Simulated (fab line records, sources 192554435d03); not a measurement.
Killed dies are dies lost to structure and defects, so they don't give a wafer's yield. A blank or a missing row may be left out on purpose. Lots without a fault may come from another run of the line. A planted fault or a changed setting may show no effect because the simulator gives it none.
Chamber matching | flow n5_finfet | N5_BEOL_M7_ETCH_65 on rie_diel-06: 4 sister chambers
The step etches SiARC in CF4, target depth 15.6 nm, time 26 s. 18 wafers are shown with their chamber, then 9 later ones without.

WAFERS WITH THEIR CHAMBER
wafer  | chamber | showerhead_plenum_p_Torr (Torr) | drypump_motor_current_A (A) | throttle_valve_pct (%)
L074.3 | 0       | 2.03                            | 4.9                         | 16.20
L074.4 | 3       | 2.18                            | 6.3                         | 15.63
L074.5 | 1       | 2.19                            | 5.8                         | 15.56
L075.2 | 0       | 2.03                            | 4.9                         | 16.23
L075.5 | 0       | 2.03                            | 5.0                         | 16.21
L075.6 | 1       | 2.19                            | 5.9                         | 15.54
L077.3 | 3       | 2.17                            | 6.3                         | 15.68
L077.5 | 1       | 2.18                            | 5.8                         | 15.58
L077.6 | 3       | 2.17                            | 6.3                         | 15.67
L083.1 | 3       | 2.17                            | 6.3                         | 15.69
L083.2 | 1       | 2.18                            | 5.8                         | 15.61
L083.3 | 2       | 2.13                            | 6.4                         | 15.61
L083.4 | 3       | 2.17                            | 6.3                         | 15.67
L083.5 | 2       | 2.13                            | 6.4                         | 15.60
L083.6 | 1       | 2.18                            | 5.8                         | 15.59
L081.1 | 3       | 2.17                            | 6.3                         | 15.69
L081.5 | 2       | 2.12                            | 6.3                         | 15.62
L081.6 | 1       | 2.18                            | 5.8                         | 15.60

SIGNATURES (means of the wafers above)
reading                  | chamber 0 | chamber 1 | chamber 2 | chamber 3 | scatter within a chamber
showerhead_plenum_p_Torr | 2.0300    | 2.1833    | 2.1267    | 2.1717    | 0.0045
drypump_motor_current_A  | 4.933     | 5.817     | 6.367     | 6.300     | 0.0393
throttle_valve_pct       | 16.2133   | 15.5800   | 15.6100   | 15.6717   | 0.0216
Rule: a wafer's distance from a chamber is the root of the sum, over the readings, of the square of ((its reading less the chamber's mean) divided by the reading's scatter). The wafer belongs to the nearest chamber; if the next one is less than 2 further off, it can't be placed. The scatter: the root of (the sum of the squares of (reading less its chamber's mean) over the shown wafers, divided by (wafers less chambers)).

WAFERS WITHOUT THEIR CHAMBER
wafer  | showerhead_plenum_p_Torr (Torr) | drypump_motor_current_A (A) | throttle_valve_pct (%)
L085.1 | 2.12                            | 6.4                         | 15.63
L085.4 | 2.17                            | 6.3                         | 15.68
L085.6 | 2.18                            | 5.9                         | 15.59
L088.1 | 2.12                            | 6.4                         | 15.63
L088.3 | 2.18                            | 5.9                         | 15.61
L088.4 | 2.17                            | 6.3                         | 15.69
L093.1 | 2.16                            | 6.3                         | 15.74
L093.3 | 2.28                            | 4.9                         | 15.73
L093.6 | 2.12                            | 6.3                         | 15.67

WHICH CHAMBER EACH WENT THROUGH
wafer  | from the rows above | in truth
L085.1 | 2                   | 2
L085.4 | 3                   | 3
L085.6 | 1                   | 1
L088.1 | 2                   | 2
L088.3 | 1                   | 1
L088.4 | 3                   | 3
L093.1 | 3                   | 3
L093.3 | 1                   | 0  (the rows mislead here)
L093.6 | 2                   | 2
Placed correctly: 8 of 9. Can't be placed from these rows: 0. Placed wrongly: 1.
